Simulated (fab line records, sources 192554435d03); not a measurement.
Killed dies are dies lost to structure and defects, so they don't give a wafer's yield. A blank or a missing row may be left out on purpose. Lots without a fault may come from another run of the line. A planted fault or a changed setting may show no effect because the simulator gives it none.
fab line records | flow n5_finfet
record lots=23 wafers=69 last_day=19
route steps=1938 shown BEOL_M3@949 BEOL_M4@1023
lots that met no fault: from a run of the same line without faults
start_h: hours from the record's first day to the start of the lot's first wafer shown | wait_h: hours since the lot's step before | " the same as in the row above | L1.1+2: a row that stands for several wafers | - no value, or no start given | * or withheld: withheld | < > ~ a bound
route shown NAME@n: a module of which the file shows steps, and the number in the route of the first | usual: mean/standard deviation of fault-free wafers | same: alike in all rows | chamber/n: place in a boat | sites: the reading at each site | _std_site: their standard deviation | _edge_site: outer sites' mean less inner sites' | radius_mm: how far each site lies from the wafer's centre | mask NAME#n: copy n | behind: the tool/chamber that last shaped the wafer | hold: why the lot was held/for how many hours/how that ended | device: the transistor (n, p or np) that didn't switch | end of line: the same wafers' tests at the end of the route | a step without rows: its recipe alone | killed: dies lost to structure and defects at the first sort, not the wafer's yield | map: a wafer's dies, x killed, . not, _ none there
set.NAME: the setting as run; set.NAME@STEP: as run at that earlier step | model.NAME: the simulator's own value behind a step, which no gauge read
steps of the route over a sample of lots; a table a step, a row a wafer
services: from which hour (start_h, from the record's first day; less than 0 if before it) a tool's chamber was out of use, for how many hours, and why
## steps
# step N5_BEOL_M3_ETCH_63
# recipe chemistry=CF4 target=SiARC target_depth_a=156 mask_material=CAR-EUV time_s=26 ion_energy_ev=80 pressure_mtorr=40 source_w=545 bias_w=36 Ar_flow_sccm=100 cf4_flow_sccm=100 ends=cleared
# usual cf4_flow_sccm=100.0/0.36 drypump_motor_current_A=5.5/0.46 etch_rf_on_time_s=26.1/0.94 oes_product_au=0.70/0.078 rf_vpp_V=183.9/1.3 showerhead_plenum_p_Torr=2.13/0.076 throttle_valve_pct=15.59/0.23
# columns lot.wafer tool chamber start_h wait_h cf4_flow_sccm drypump_motor_current_A etch_rf_on_time_s oes_product_au rf_hours_counter_h rf_vpp_V showerhead_plenum_p_Torr throttle_valve_pct
L074.1 rie_diel-04 2 156.67 0.0 99.8 4.7 26.6 0.61 200 181.8 2.01 15.44
L074.5 " 1 " " 100.3 5.7 26.0 0.68 - 183.3 2.15 15.65
L074.6 " 2 " " 100.1 4.7 27.1 0.60 - 182.4 2.01 15.43
L075.2 rie_diel-04 1 173.37 0.0 100.4 5.7 26.0 0.68 135 184.2 2.15 15.66
L075.5 " 2 " " 99.7 4.8 27.0 0.60 - 181.4 2.01 15.46
L075.6 " 3 " " 100.2 6.4 25.4 0.65 - 184.3 2.13 15.73
L076.4 rie_diel-03 3 173.57 0.0 99.6 6.2 25.6 0.72 47 183.0 2.10 15.66
L076.5 " 3 " " 99.4 6.2 25.6 0.72 - 182.7 2.10 15.65
L076.6 " 2 " " 100.1 5.1 25.5 0.70 - 183.2 2.17 15.71
L079.1 rie_diel-04 0 177.89 0.0 99.8 5.3 25.7 0.81 14 183.7 2.18 15.55
L079.3 " 3 " " 100.2 6.4 25.7 0.65 143 183.9 2.13 15.72
L079.4 " 1 " " 99.9 5.6 26.3 0.67 136 185.8 2.15 15.65
L078.4 rie_diel-03 3 178.13 0.0 100.1 6.2 25.9 0.71 49 185.3 2.10 15.67
L078.5 " 3 " " 99.9 6.2 25.9 0.72 - 183.7 2.10 15.65
L078.6 " 2 " " 100.0 5.1 25.7 0.70 - 184.3 2.17 15.69
L077.1 rie_diel-01 2 179.13 0.0 99.7 5.5 27.0 0.78 23 182.7 2.09 15.28
L077.3 " 3 " " 100.2 5.6 24.9 0.82 9 185.8 2.21 15.27
L077.6 " 2 " " 99.9 5.5 26.8 0.79 - 183.4 2.09 15.28
L081.2 rie_diel-01 1 182.39 0.0 100.0 5.1 27.4 0.62 160 181.5 2.06 15.93
L081.3 " 2 " " 99.9 5.4 26.6 0.78 24 183.3 2.09 15.28
L081.5 " 1 " " 100.2 5.1 27.5 0.62 - 183.6 2.06 15.93
L080.3 rie_diel-01 2 186.10 0.0 100.4 5.4 27.1 0.77 25 183.2 2.09 15.29
L080.4 " 3 " " 100.0 5.6 25.0 0.81 11 184.3 2.21 15.26
L080.5 " 1 " " 99.9 5.1 27.5 0.62 - 182.5 2.06 15.94
L083.3 rie_diel-01 1 201.79 0.0 99.8 5.1 27.3 0.61 165 182.4 2.06 15.95
L083.4 " 2 " " 99.9 5.4 26.9 0.77 29 182.7 2.09 15.30
L083.5 " 3 " " 100.2 5.6 24.7 0.81 - 183.9 2.21 15.27
L082.2 rie_diel-04 1 203.56 0.0 99.6 5.6 26.2 0.66 144 184.3 2.14 15.68
L082.3 " 0 " " 99.9 5.3 25.7 0.79 23 185.0 2.18 15.56
L082.6 " 3 " " 100.0 6.4 25.6 0.64 - 184.4 2.13 15.75
L084.1 rie_diel-01 1 219.68 0.0 100.1 5.1 27.4 0.62 170 182.4 2.06 15.95
L084.4 " 2 " " 99.7 5.4 27.1 0.76 34 182.6 2.08 15.30
L084.6 " 0 " " 99.7 5.3 25.7 0.80 - 185.0 2.26 15.45
L086.1 rie_diel-03 3 230.72 0.0 99.7 6.2 26.2 0.70 61 182.6 2.10 15.66
L086.2 " 0 " " 99.9 5.0 25.6 0.78 37 187.4 2.27 15.37
L086.3 " 2 " " 99.8 5.0 25.4 0.69 117 184.3 2.17 15.75
L085.1 rie_diel-03 1 234.01 0.0 100.0 5.6 25.7 0.61 212 183.9 2.12 15.92
L085.4 " 0 " " 100.2 5.0 25.8 0.77 37 185.3 2.27 15.36
L085.6 " 1 " " 100.0 5.6 25.6 0.61 - 181.8 2.12 15.91
L087.1 rie_diel-01 2 245.42 0.0 100.6 5.5 26.8 0.74 46 182.9 2.08 15.34
L087.2 " 0 " " 99.8 5.3 25.8 0.79 15 185.1 2.26 15.46
L087.4 " 2 " " 100.4 5.5 27.1 0.74 - 183.3 2.08 15.33
L090.1 rie_diel-01 2 253.09 0.0 100.1 5.5 27.2 0.74 51 182.8 2.08 15.33
L090.2 " 0 " " 99.9 5.4 25.5 0.78 20 186.2 2.25 15.45
L090.6 " 1 " " 100.3 5.1 27.6 0.60 - 181.8 2.05 15.98
L089.2 rie_diel-04 0 253.50 0.0 100.0 5.3 26.0 0.77 38 184.5 2.17 15.59
L089.3 " 3 " " 99.7 6.4 25.8 0.63 167 182.6 2.12 15.76
L089.6 " 2 " " 100.3 4.7 27.0 0.58 - 183.7 2.00 15.52
L091.2 rie_diel-01 2 259.83 0.0 100.0 5.4 27.1 0.74 54 183.8 2.08 15.34
L091.3 " 3 " " 100.5 5.6 24.4 0.79 29 185.2 2.20 15.31
L091.4 " 0 " " 100.8 5.4 25.5 0.78 23 185.5 2.25 15.46
L092.2 rie_diel-01 2 266.04 0.0 100.1 5.5 26.9 0.73 56 183.6 2.08 15.34
L092.4 " 3 " " 99.7 5.6 24.4 0.79 32 184.4 2.20 15.29
L092.6 " 3 " " 99.8 5.6 24.2 0.79 - 184.1 2.20 15.31
L093.1 rie_diel-01 1 266.31 0.0 100.0 5.1 27.8 0.60 194 182.8 2.05 16.01
L093.5 " 0 " " 99.7 5.4 25.6 0.77 - 186.7 2.25 15.46
L093.6 " 1 " " 100.5 5.1 27.8 0.59 - 182.5 2.05 16.00
L094.2 rie_diel-04 3 272.14 0.0 100.2 6.4 25.6 0.62 176 184.9 2.12 15.79
L094.3 " 0 " " 99.7 5.3 26.0 0.74 46 185.2 2.17 15.60
L094.5 " 2 " " 100.3 4.8 27.3 0.57 - 182.9 2.00 15.53
L095.1 rie_diel-01 1 284.04 0.0 99.7 5.1 27.5 0.60 201 181.9 2.05 15.99
L095.2 " 2 " " 99.7 5.5 26.6 0.73 64 182.8 2.07 15.35
L095.4 " 3 " " 99.8 5.6 24.5 0.77 39 184.5 2.20 15.33
L096.1 rie_diel-04 0 293.81 0.0 100.3 5.2 25.4 0.74 55 183.3 2.17 15.63
L096.3 " 1 " " 99.7 5.6 26.0 0.65 179 185.4 2.13 15.75
L096.5 " 1 " " 100.1 5.6 25.9 0.64 - 182.8 2.13 15.74
L097.1 rie_diel-03 1 296.42 0.0 100.2 5.6 25.1 0.62 219 183.1 2.12 15.93
L097.4 " 3 " " 99.8 6.2 25.4 0.70 70 184.2 2.10 15.68
L097.5 " 1 " " 100.0 5.6 25.1 0.61 - 183.2 2.12 15.94
# step N5_BEOL_M3_DESCUM_33
# recipe chemistry=O2 time_s=7 source_power_w=50 bias_power_w=20 pressure_mtorr=20 rf_frequency_hz=2.712e+07 temp_c=40 resist=CAR-EUV o2_flow_sccm=225
# usual drypump_motor_current_A=5.5/0.47 oes_product_au=0.82/0.088 rf_vpp_V=243.0/1.3 showerhead_plenum_p_Torr=2.08/0.072 throttle_valve_pct=20.44/0.2
# columns lot.wafer tool chamber start_h wait_h drypump_motor_current_A oes_product_au rf_hours_counter_h rf_vpp_V showerhead_plenum_p_Torr throttle_valve_pct
L074.1 rie_diel-01 1 157.63 0.0 5.1 0.75 151 242.4 1.99 20.75
L074.5 " 2 " " 5.4 0.95 - 242.6 2.05 20.22
L074.6 " 1 " " 5.1 0.75 - 243.6 1.99 20.75
L075.2 rie_diel-01 1 174.31 0.0 5.1 0.74 156 240.7 1.99 20.75
L075.5 " 3 " " 5.6 0.95 - 244.5 2.16 20.08
L075.6 " 1 " " 5.1 0.74 - 241.9 1.99 20.75
L076.4 rie_diel-04 1 174.51 0.0 5.6 0.80 135 244.0 2.10 20.52
L076.5 " 3 " " 6.4 0.76 - 242.2 2.07 20.49
L076.6 " 0 " " 5.3 0.93 - 244.2 2.10 20.23
L079.1 rie_diel-03 3 179.15 0.3 6.2 0.83 49 243.0 2.04 20.45
L079.3 " 2 " " 5.1 0.81 105 244.2 2.10 20.32
L079.4 " 0 " " 5.0 0.92 24 243.4 2.22 20.19
L078.4 rie_diel-04 1 179.24 0.3 5.7 0.80 137 243.3 2.10 20.52
L078.5 " 0 " " 5.3 0.92 - 243.2 2.10 20.27
L078.6 " 3 " " 6.4 0.76 - 242.6 2.07 20.50
L077.1 rie_diel-01 2 179.96 0.0 5.5 0.92 23 244.6 2.05 20.25
L077.3 " 3 " " 5.6 0.94 10 244.2 2.16 20.08
L077.6 " 3 " " 5.6 0.93 - 244.0 2.16 20.10
L081.2 rie_diel-04 0 183.34 0.0 5.3 0.92 17 244.5 2.10 20.26
L081.3 " 2 " " 4.7 0.71 209 241.6 1.98 20.41
L081.5 " 3 " " 6.4 0.76 - 244.8 2.07 20.52
L080.3 rie_diel-04 3 187.05 0.0 6.4 0.75 147 242.6 2.07 20.51
L080.4 " 0 " " 5.3 0.92 18 244.0 2.10 20.25
L080.5 " 1 " " 5.7 0.80 - 242.3 2.10 20.54
L083.3 rie_diel-03 3 202.73 0.0 6.2 0.82 56 240.4 2.03 20.44
L083.4 " 1 " " 5.6 0.72 206 242.4 2.09 20.75
L083.5 " 1 " " 5.6 0.72 - 244.1 2.09 20.77
L082.2 rie_diel-04 2 204.51 0.0 4.7 0.70 215 241.1 1.98 20.41
L082.3 " 0 " " 5.3 0.90 23 243.6 2.10 20.28
L082.6 " 3 " " 6.4 0.75 - 243.7 2.07 20.52
L084.1 rie_diel-04 3 220.53 0.0 6.4 0.75 156 243.3 2.07 20.51
L084.4 " 2 " " 4.7 0.69 219 241.6 1.98 20.43
L084.6 " 0 " " 5.3 0.89 - 243.2 2.10 20.28
L086.1 rie_diel-04 0 231.93 0.4 5.3 0.90 29 244.8 2.10 20.28
L086.2 " 2 " " 4.8 0.70 223 241.6 1.98 20.41
L086.3 " 1 " " 5.7 0.79 151 242.1 2.10 20.56
L085.1 rie_diel-01 1 235.06 0.2 5.1 0.72 177 243.2 1.98 20.77
L085.4 " 2 " " 5.4 0.88 - 242.1 2.04 20.27
L085.6 " 1 " " 5.1 0.72 - 242.1 1.98 20.78
L087.1 rie_diel-01 0 247.30 0.7 5.4 0.94 16 245.3 2.23 20.44
L087.2 " 1 " " 5.1 0.71 184 242.0 1.98 20.78
L087.4 " 0 " " 5.4 0.95 - 244.8 2.23 20.42
L090.1 rie_diel-04 3 253.95 0.1 6.4 0.74 167 242.9 2.06 20.54
L090.2 " 2 " " 4.7 0.70 233 241.3 1.98 20.43
L090.6 " 2 " " 4.8 0.69 - 240.6 1.98 20.45
L089.2 rie_diel-01 1 255.15 0.6 5.1 0.72 188 241.7 1.98 20.80
L089.3 " 0 " " 5.4 0.94 21 245.3 2.23 20.45
L089.6 " 1 " " 5.1 0.71 - 241.1 1.98 20.79
L091.2 rie_diel-04 2 261.55 0.7 4.7 0.68 237 241.2 1.97 20.42
L091.3 " 1 " " 5.7 0.78 165 242.9 2.09 20.56
L091.4 " 3 " " 6.4 0.73 171 244.2 2.06 20.57
L092.2 rie_diel-04 3 266.99 0.0 6.4 0.73 173 242.7 2.06 20.55
L092.4 " 0 " " 5.3 0.86 44 242.6 2.09 20.28
L092.6 " 3 " " 6.4 0.73 - 244.1 2.06 20.55
L093.1 rie_diel-01 0 267.72 0.2 5.3 0.92 27 244.6 2.23 20.45
L093.5 " 0 " " 5.3 0.92 - 246.0 2.23 20.45
L093.6 " 1 " " 5.1 0.70 - 240.1 1.98 20.81
L094.2 rie_diel-01 2 272.95 0.0 5.4 0.86 60 242.6 2.04 20.30
L094.3 " 0 " " 5.3 0.91 29 244.9 2.23 20.46
L094.5 " 2 " " 5.4 0.86 - 242.6 2.04 20.30
L095.1 rie_diel-01 0 284.93 0.0 5.4 0.91 33 245.1 2.23 20.47
L095.2 " 1 " " 5.1 0.70 201 241.7 1.98 20.80
L095.4 " 2 " " 5.5 0.86 65 242.9 2.04 20.29
L096.1 rie_diel-03 2 294.76 0.0 5.1 0.80 125 242.3 2.09 20.36
L096.3 " 1 " " 5.6 0.71 219 242.3 2.08 20.80
L096.5 " 2 " " 5.1 0.79 - 242.8 2.09 20.38
L097.1 rie_diel-03 3 297.36 0.0 6.2 0.82 70 244.0 2.03 20.47
L097.4 " 2 " " 5.1 0.79 126 242.5 2.09 20.34
L097.5 " 2 " " 5.1 0.79 - 243.4 2.09 20.35
# step N5_BEOL_M3_TRENCH_ETCH_37
# recipe chemistry=C4F6/O2 target_depth_a=555.55 target=SiOC time_s=29.2 ion_energy_ev=250 pressure_mtorr=30 source_w=355 bias_w=185 Ar_flow_sccm=300 C4F6_flow_sccm=10 O2_flow_sccm=10
# usual C4F6_flow_sccm=9.999/0.03 drypump_motor_current_A=5.4/0.42 oes_product_au=0.83/0.092 rf_vpp_V=673/19 showerhead_plenum_p_Torr=2.84/0.1 throttle_valve_pct=20.9/0.31
# columns lot.wafer tool chamber start_h wait_h C4F6_flow_sccm drypump_motor_current_A oes_product_au rf_hours_counter_h rf_vpp_V showerhead_plenum_p_Torr throttle_valve_pct
L074.1 rie_diel-04 0 - - 9.965 5.3 0.95 10 678 2.92 20.9
L074.5 " 2 " " 10.013 4.8 0.70 - 643 2.67 20.6
L074.6 " 3 " " 10.007 6.4 0.76 - 657 2.85 21.1
L075.2 rie_diel-04 2 - - 10.006 4.8 0.70 209 645 2.67 20.6
L075.5 " 2 " " 9.960 4.7 0.70 - 646 2.67 20.6
L075.6 " 1 " " 10.012 5.7 0.79 - 679 2.84 20.8
L076.4 rie_diel-04 3 - - 9.996 6.4 0.75 147 657 2.85 21.1
L076.5 " 0 " " 10.001 5.3 0.93 - 676 2.91 21.0
L076.6 " 3 " " 9.963 6.4 0.76 - 658 2.85 21.1
L079.1 rie_diel-03 2 - - 9.990 5.1 0.81 107 654 2.88 20.9
L079.3 " 0 " " 10.022 5.0 0.93 26 653 3.01 20.6
L079.4 " 1 " " 9.984 5.6 0.72 201 675 2.80 21.0
L077.1 rie_diel-01 2 - - 10.015 5.5 0.91 26 702 2.76 20.5
L077.3 " 0 " " 9.970 5.3 0.98 1 692 2.99 20.6
L077.6 " 1 " " 10.003 5.1 0.73 - 671 2.76 21.4
L078.4 rie_diel-01 2 - - 9.981 5.4 0.91 27 702 2.76 20.5
L078.5 " 3 " " 9.976 5.6 0.93 - 650 2.93 20.6
L078.6 " 2 " " 10.018 5.5 0.92 - 702 2.76 20.5
L080.3 rie_diel-01 1 - - 10.021 5.1 0.73 163 672 2.76 21.4
L080.4 " 2 " " 10.031 5.5 0.90 28 703 2.76 20.5
L080.5 " 3 " " 10.008 5.6 0.94 - 650 2.93 20.6
L081.2 rie_diel-03 3 - - 10.041 6.2 0.84 54 667 2.81 21.1
L081.3 " 0 " " 10.015 5.0 0.92 29 655 3.01 20.6
L081.5 " 0 " " 10.001 5.0 0.92 - 654 3.01 20.6
L083.3 rie_diel-01 0 - - 9.971 5.3 0.96 7 694 2.98 20.6
L083.4 " 2 " " 10.008 5.4 0.90 31 702 2.76 20.5
L083.5 " 0 " " 10.002 5.3 0.96 - 692 2.98 20.6
L082.2 rie_diel-04 3 - - 9.928 6.4 0.74 158 656 2.85 21.1
L082.3 " 2 " " 10.004 4.7 0.69 222 643 2.66 20.6
L082.6 " 0 " " 9.966 5.3 0.92 - 679 2.91 21.0
L084.1 rie_diel-03 1 - - 9.986 5.6 0.71 213 674 2.80 21.0
L084.4 " 2 " " 10.043 5.1 0.80 118 655 2.88 21.0
L084.6 " 0 " " 10.032 5.0 0.90 - 652 3.00 20.6
L086.1 rie_diel-03 3 - - 9.981 6.2 0.81 63 665 2.81 21.1
L086.2 " 1 " " 9.982 5.6 0.72 213 674 2.80 21.0
L086.3 " 0 " " 9.977 5.0 0.91 39 653 3.00 20.6
L085.1 rie_diel-01 2 - - 9.985 5.5 0.89 44 702 2.75 20.6
L085.4 " 0 " " 10.002 5.4 0.94 - 692 2.98 20.6
L085.6 " 1 " " 10.022 5.1 0.72 - 672 2.75 21.4
L087.1 rie_diel-01 2 - - 9.958 5.5 0.87 49 702 2.75 20.5
L087.2 " 1 " " 9.987 5.1 0.71 185 669 2.75 21.4
L087.4 " 2 " " 9.991 5.4 0.87 - 702 2.75 20.5
L090.1 rie_diel-01 0 - - 9.997 5.4 0.91 29 691 2.97 20.6
L090.2 " 3 " " 9.955 5.6 0.91 34 650 2.92 20.6
L090.6 " 1 " " 10.015 5.1 0.71 - 673 2.74 21.4
L089.2 rie_diel-01 0 - - 9.960 5.3 0.89 31 691 2.97 20.6
L089.3 " 3 " " 10.034 5.6 0.90 36 649 2.92 20.6
L089.6 " 3 " " 10.015 5.6 0.89 - 650 2.92 20.6
L091.2 rie_diel-04 3 - - 9.991 6.4 0.73 178 656 2.84 21.2
L091.3 " 0 " " 9.968 5.3 0.87 48 677 2.90 21.0
L091.4 " 1 " " 9.992 5.6 0.76 172 679 2.82 20.9
L092.2 rie_diel-01 1 - - 9.979 5.1 0.71 199 672 2.74 21.5
L092.4 " 2 " " 10.053 5.5 0.85 62 703 2.75 20.6
L092.6 " 2 " " 9.995 5.5 0.85 - 704 2.75 20.6
L093.1 rie_diel-01 3 - - 9.914 5.6 0.90 38 651 2.92 20.6
L093.5 " 2 " " 9.975 5.5 0.85 - 702 2.75 20.6
L093.6 " 1 " " 9.993 5.1 0.70 - 672 2.74 21.5
L094.2 rie_diel-04 0 - - 10.013 5.4 0.86 53 678 2.90 21.0
L094.3 " 1 " " 10.040 5.6 0.75 177 677 2.82 20.9
L094.5 " 2 " " 10.035 4.7 0.67 - 643 2.65 20.7
L096.1 rie_diel-01 1 - - 10.027 5.1 0.70 206 671 2.74 21.5
L096.3 " 2 " " 9.992 5.5 0.85 70 701 2.74 20.6
L096.5 " 0 " " 10.039 5.4 0.90 - 693 2.97 20.6
L095.1 rie_diel-03 2 - - 10.023 5.1 0.80 127 656 2.87 21.0
L095.2 " 0 " " 9.948 5.0 0.89 46 652 3.00 20.6
L095.4 " 3 " " 9.981 6.2 0.81 72 666 2.80 21.1
L097.1 rie_diel-01 3 - - 10.010 5.6 0.89 51 651 2.92 20.6
L097.4 " 1 " " 9.998 5.1 0.70 213 671 2.74 21.5
L097.5 " 1 " " 10.006 5.1 0.70 - 672 2.74 21.5
# step N5_BEOL_M3_DEGAS_44
# recipe ambient=vacuum temp_c=250 time_s=60
# usual heater_power_w=332/34
# columns lot.wafer tool chamber start_h wait_h heater_power_w
L074.1 pvd_sputter-01 - 163.37 0.4 327
L074.5 " - " " 303
L074.6 " - " " 329
L075.2 pvd_sputter-03 - 182.64 0.0 327
L075.5 " - " " 326
L075.6 " - " " 320
L076.4 pvd_sputter-03 - 188.10 0.4 321
L076.5 " - " " 323
L076.6 " - " " 339
L079.1 pvd_sputter-01 - 188.23 0.3 430
L079.3 " - " " 330
L079.4 " - " " 355
L077.1 pvd_sputter-02 - 190.56 1.8 332
L077.3 " - " " 296
L077.6 " - " " 297
L078.4 pvd_sputter-03 - 193.26 0.3 327
L078.5 " - " " 318
L078.6 " - " " 320
L080.3 pvd_sputter-03 - 197.58 0.6 334
L080.4 " - " " 319
L080.5 " - " " 329
L081.2 pvd_sputter-03 - 200.66 2.6 321
L081.3 " - " " 315
L081.5 " - " " 331
L083.3 pvd_sputter-01 - 208.90 0.3 419
L083.4 " - " " 327
L083.5 " - " " 303
L082.2 pvd_sputter-03 - 230.55 0.3 318
L082.3 " - " " 340
L082.6 " - " " 324
L084.1 pvd_sputter-03 - 235.63 0.7 322
L084.4 " - " " 341
L084.6 " - " " 324
L086.1 pvd_sputter-01 - 238.37 0.5 327
L086.2 " - " " 362
L086.3 " - " " 419
L085.1 pvd_sputter-03 - 241.69 0.5 324
L085.4 " - " " 336
L085.6 " - " " 321
L087.1 pvd_sputter-03 - 251.87 0.9 322
L087.2 " - " " 308
L087.4 " - " " 327
L090.1 pvd_sputter-02 - 271.81 0.1 369
L090.2 " - " " 340
L090.6 " - " " 338
L089.2 pvd_sputter-03 - 278.40 0.5 332
L089.3 " - " " 333
L089.6 " - " " 335
L091.2 pvd_sputter-01 - 278.43 0.3 335
L091.3 " - " " 356
L091.4 " - " " 310
L092.2 pvd_sputter-01 - 278.68 0.0 419
L092.4 " - " " 319
L092.6 " - " " 299
L093.1 pvd_sputter-02 - 283.65 0.4 339
L093.5 " - " " 283
L093.6 " - " " 287
L094.2 pvd_sputter-02 - 289.89 0.4 372
L094.3 " - " " 298
L094.5 " - " " 289
L096.1 pvd_sputter-03 - 296.63 0.4 342
L096.3 " - " " 326
L096.5 " - " " 338
L095.1 pvd_sputter-01 - 302.32 0.4 302
L095.2 " - " " 322
L095.4 " - " " 353
L097.1 pvd_sputter-02 - 319.68 0.2 339
L097.4 " - " " 375
L097.5 " - " " 285
# step N5_BEOL_M3_THK_MEAS_53
# recipe thk_meas_gauge=xrf reads=Cu_of_BEOL_M3_ECD_50
# usual M3_THK=39.7/2
# columns lot.wafer tool chamber start_h wait_h M3_THK[nm]
L074.1 film_metro-02 - 168.38 - 40.9
L074.5 " - " " 42.3
L074.6 " - " " 40.9
L075.2 film_metro-01 - 187.54 - 39.5
L075.5 " - " " 38.6
L075.6 " - " " 41.1
L076.4 film_metro-01 - 191.43 - 39.7
L076.5 " - " " 42.2
L076.6 " - " " 39.6
L079.1 film_metro-01 - 192.15 - 41.7
L079.3 " - " " 39.9
L079.4 " - " " 40.5
L077.1 film_metro-01 - 193.85 - 37.2
L077.3 " - " " 37.7
L077.6 " - " " 39.4
L078.4 film_metro-01 - 196.93 - 39.4
L078.5 " - " " 40.8
L078.6 " - " " 37.2
L080.3 film_metro-01 - 200.84 - 38.8
L080.4 " - " " 37.8
L080.5 " - " " 41.5
L081.2 film_metro-02 - 204.05 - 41.0
L081.3 " - " " 38.4
L081.5 " - " " 41.3
L083.3 film_metro-02 - 217.65 - 42.3
L083.4 " - " " 39.5
L083.5 " - " " 42.1
L082.2 film_metro-01 - 233.80 - 37.7
L082.3 " - " " 38.0
L082.6 " - " " 39.8
L084.1 film_metro-01 - 238.89 - 42.3
L084.4 " - " " 41.0
L084.6 " - " " 41.0
L086.1 film_metro-01 - 241.76 - 38.8
L086.2 " - " " 38.4
L086.3 " - " " 41.0
L085.1 film_metro-02 - 244.88 - 37.6
L085.4 " - " " 39.7
L085.6 " - " " 39.6
L087.1 film_metro-02 - 255.40 - 40.2
L087.2 " - " " 40.1
L087.4 " - " " 40.6
L090.1 film_metro-02 - 275.45 - 40.9
L090.2 " - " " 38.0
L090.6 " - " " 41.2
L091.2 film_metro-01 - 281.70 - 39.3
L091.3 " - " " 41.0
L091.4 " - " " 40.2
L089.2 film_metro-02 - 281.81 - 39.3
L089.3 " - " " 34.7
L089.6 " - " " 35.7
L092.2 film_metro-02 - 283.90 0.1 39.6
L092.4 " - " " 41.7
L092.6 " - " " 39.3
L093.1 film_metro-01 - 287.09 - 41.5
L093.5 " - " " 43.1
L093.6 " - " " 38.5
L094.2 film_metro-02 - 293.66 - 41.2
L094.3 " - " " 38.5
L094.5 " - " " 42.0
L096.1 film_metro-01 - 300.55 - 39.2
L096.3 " - " " 38.2
L096.5 " - " " 42.2
L095.1 film_metro-01 - 306.86 - 38.6
L095.2 " - " " 38.2
L095.4 " - " " 40.8
L097.1 film_metro-01 - 322.86 - 35.7
L097.4 " - " " 38.7
L097.5 " - " " 39.1
# step N5_BEOL_M4_PECVD_72
# recipe material=SiO2 target_thk_a=160 temp_c=400 precursor=TEOS/O2 pressure_torr=5.5 rf_w=450 teos_flow_sccm=53.8 gas=O2 flow_sccm=3000 time_s=18
# usual heater_power_w=766/110 showerhead_plenum_p_Torr=8.78/0.072 throttle_valve_pct=22.0/0.95
# columns lot.wafer tool chamber start_h wait_h heater_power_w showerhead_plenum_p_Torr throttle_valve_pct
L074.1 pecvd-02 2 168.81 0.0 752 8.93 21.7
L074.5 " 1 " " 829 8.81 22.5
L074.6 " 0 " " 681 8.80 21.6
L075.2 pecvd-03 1 187.99 0.0 798 8.76 21.5
L075.5 " 0 " " 676 8.76 21.6
L075.6 " 1 " " 783 8.75 21.5
L076.4 pecvd-01 1 191.87 0.1 586 8.79 24.5
L076.5 " 2 " " 807 8.62 21.7
L076.6 " 0 " " 724 8.75 22.5
L079.1 pecvd-03 1 192.58 0.0 899 8.76 21.4
L079.3 " 2 " " 806 8.85 21.2
L079.4 " 1 " " 884 8.76 21.2
L077.1 pecvd-01 0 194.28 0.0 712 8.75 22.8
L077.3 " 1 " " 581 8.80 24.2
L077.6 " 2 " " 797 8.62 22.0
L078.4 pecvd-03 1 197.37 0.1 870 8.75 21.2
L078.5 " 0 " " 689 8.76 21.3
L078.6 " 2 " " 876 8.84 21.1
L080.3 pecvd-03 1 201.28 0.0 741 8.77 21.3
L080.4 " 1 " " 741 8.77 21.5
L080.5 " 0 " " 732 8.75 21.6
L081.2 pecvd-01 1 204.49 0.0 564 8.78 24.4
L081.3 " 2 " " 724 8.63 21.6
L081.5 " 1 " " 546 8.80 24.5
L083.3 pecvd-03 2 218.07 0.0 977 8.85 21.3
L083.4 " 0 " " 658 8.76 21.5
L083.5 " 1 " " 848 8.77 21.2
L082.2 pecvd-02 2 234.25 0.0 785 8.92 22.1
L082.3 " 0 " " 679 8.85 21.5
L082.6 " 0 " " 664 8.82 21.7
L084.1 pecvd-03 1 239.36 0.0 844 8.75 21.4
L084.4 " 1 " " 857 8.75 21.5
L084.6 " 2 " " 923 8.84 21.4
L086.1 pecvd-03 0 242.23 0.0 743 8.75 21.9
L086.2 " 1 " " 900 8.74 21.3
L086.3 " 2 " " 913 8.87 21.5
L085.1 pecvd-03 2 245.36 0.0 961 8.86 21.3
L085.4 " 0 " " 724 8.74 21.8
L085.6 " 2 " " 972 8.86 21.4
L087.1 pecvd-03 1 255.84 0.0 767 8.76 21.5
L087.2 " 0 " " 725 8.76 21.8
L087.4 " 1 " " 785 8.75 21.4
L090.1 pecvd-01 2 275.88 0.0 869 8.61 21.8
L090.2 " 1 " " 574 8.79 24.8
L090.6 " 0 " " 727 8.72 22.7
L091.2 pecvd-02 2 282.13 0.0 665 8.94 22.1
L091.3 " 1 " " 835 8.82 22.4
L091.4 " 0 " " 730 8.83 21.3
L089.2 pecvd-03 1 282.25 0.0 810 8.74 21.3
L089.3 " 0 " " 681 8.74 21.7
L089.6 " 0 " " 692 8.74 21.7
L092.2 pecvd-03 0 284.35 0.0 726 8.76 21.6
L092.4 " 1 " " 767 8.78 21.2
L092.6 " 0 " " 717 8.77 21.9
L093.1 pecvd-02 1 287.52 0.0 791 8.81 22.2
L093.5 " 2 " " 695 8.91 22.5
L093.6 " 0 " " 716 8.83 21.6
L094.2 pecvd-01 0 294.27 0.0 734 8.72 22.6
L094.3 " 1 " " 526 8.80 24.8
L094.5 " 2 " " 722 8.62 22.0
L096.1 pecvd-03 2 301.04 0.0 953 8.84 21.3
L096.3 " 0 " " 708 8.78 21.5
L096.5 " 2 " " 965 8.85 21.3
L095.1 pecvd-03 1 307.29 0.0 808 8.75 21.2
L095.2 " 2 " " 832 8.85 21.4
L095.4 " 2 " " 825 8.83 21.2
L097.1 pecvd-01 0 323.28 0.0 751 8.72 22.8
L097.4 " 1 " " 474 8.81 24.3
L097.5 " 0 " " 726 8.75 22.8
## services
# columns tool chamber start_h hours kind
rie_diel-04 - 136.35 1.1 repair
pvd_sputter-02 - 146.23 1.1 repair
rie_diel-04 0 152.81 8.1 repair
rie_diel-01 0 153.30 - clean
rie_diel-01 0 153.30 - consumable_replace:focus_ring
rie_diel-01 0 153.30 - consumable_replace:showerhead
rie_diel-01 0 153.30 29.5 scheduled_down
rie_diel-01 0 153.30 29.5 vent_cycle
rie_diel-04 - 167.56 0.5 repair
pecvd-03 0 179.35 5.6 repair
pecvd-03 - 190.15 1.2 repair
pecvd-02 0 204.42 9.0 repair
rie_diel-01 0 223.37 15.1 repair
pecvd-03 0 228.65 2.3 repair
pecvd-02 1 230.84 14.9 repair
rie_diel-01 3 232.64 22.4 repair
pecvd-01 1 233.56 22.8 repair
rie_diel-03 - 244.35 28.1 pm
rie_diel-04 2 292.60 - clean
rie_diel-04 2 292.60 - consumable_replace:focus_ring
pecvd-02 - 298.47 2.8 pm
rie_diel-03 - 302.43 0.1 repair
rie_diel-04 - 305.71 4.3 pm
rie_diel-01 - 311.69 0.4 repair
## key
fault none
